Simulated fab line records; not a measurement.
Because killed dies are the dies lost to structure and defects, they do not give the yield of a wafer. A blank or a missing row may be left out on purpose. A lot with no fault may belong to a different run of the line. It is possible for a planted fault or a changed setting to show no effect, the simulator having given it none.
Chamber matching    flow n5_finfet    3 sister chambers for N5_SDB_HM_DEP_00 on pecvd-02
The step deposits SiNx from SiH4/NH3/N2, target thk 40 nm, time 35.3 s. 14 wafers are shown with their chamber, then 7 later ones without.

## WAFERS WITH THEIR CHAMBER
wafer   chamber  throttle_valve_pct (%)  showerhead_plenum_p_Torr (Torr)  heater_power_w (W)
L080.2  1        36.6                    5.09                             832
L080.3  0        41.9                    5.04                             1103
L080.5  2        37.2                    5.13                             996
L082.1  1        36.7                    5.10                             869
L082.4  0        41.7                    5.03                             1030
L082.6  1        36.9                    5.10                             852
L084.2  2        37.3                    5.13                             954
L084.5  1        36.7                    5.10                             922
L084.6  2        37.1                    5.13                             939
L086.2  0        41.8                    5.04                             938
L086.4  1        36.8                    5.07                             800
L086.5  2        37.1                    5.13                             877
L088.4  1        36.7                    5.10                             898
L088.5  2        37.3                    5.12                             972

SIGNATURES, as means of the wafers listed above
reading                   chamber 0  chamber 1  chamber 2  scatter within a chamber
throttle_valve_pct        41.800     36.733     37.200     0.102
showerhead_plenum_p_Torr  5.0367     5.0933     5.1280     0.00894
heater_power_w            1023.67    862.17     947.60     53.5
Rule: a wafer's distance from a chamber is the root of the sum, over the readings, of the square of ((its reading less the chamber's mean) divided by the reading's scatter). If the next closest chamber is less than 2 further off than the closest, the wafer can't be placed; otherwise it belongs to the closest. The scatter is the square root of a quotient: the sum, over the shown wafers, of each reading's squared deviation from its chamber's mean, divided by wafers minus chambers.

## WAFERS WITH NO CHAMBER GIVEN
wafer   throttle_valve_pct (%)  showerhead_plenum_p_Torr (Torr)  heater_power_w (W)
L088.6  41.9                    5.04                             1055
L090.1  37.0                    5.09                             947
L090.2  41.5                    5.03                             1106
L090.6  36.8                    5.08                             956
L097.4  37.2                    5.09                             878
L097.5  37.4                    5.13                             1041
L097.6  42.0                    5.01                             1021

## WHICH CHAMBER EACH WENT THROUGH
wafer   from the rows above      in truth
L088.6  0                        0
L090.1  can't be placed: 1 or 2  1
L090.2  0                        0
L090.6  1                        1
L097.4  can't be placed: 2 or 1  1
L097.5  2                        2
L097.6  0                        0
Correct placement for 5 of the 7. Can't be placed from these rows: 2 (the true chamber is among the candidates in 2). Wrongly placed: 0.
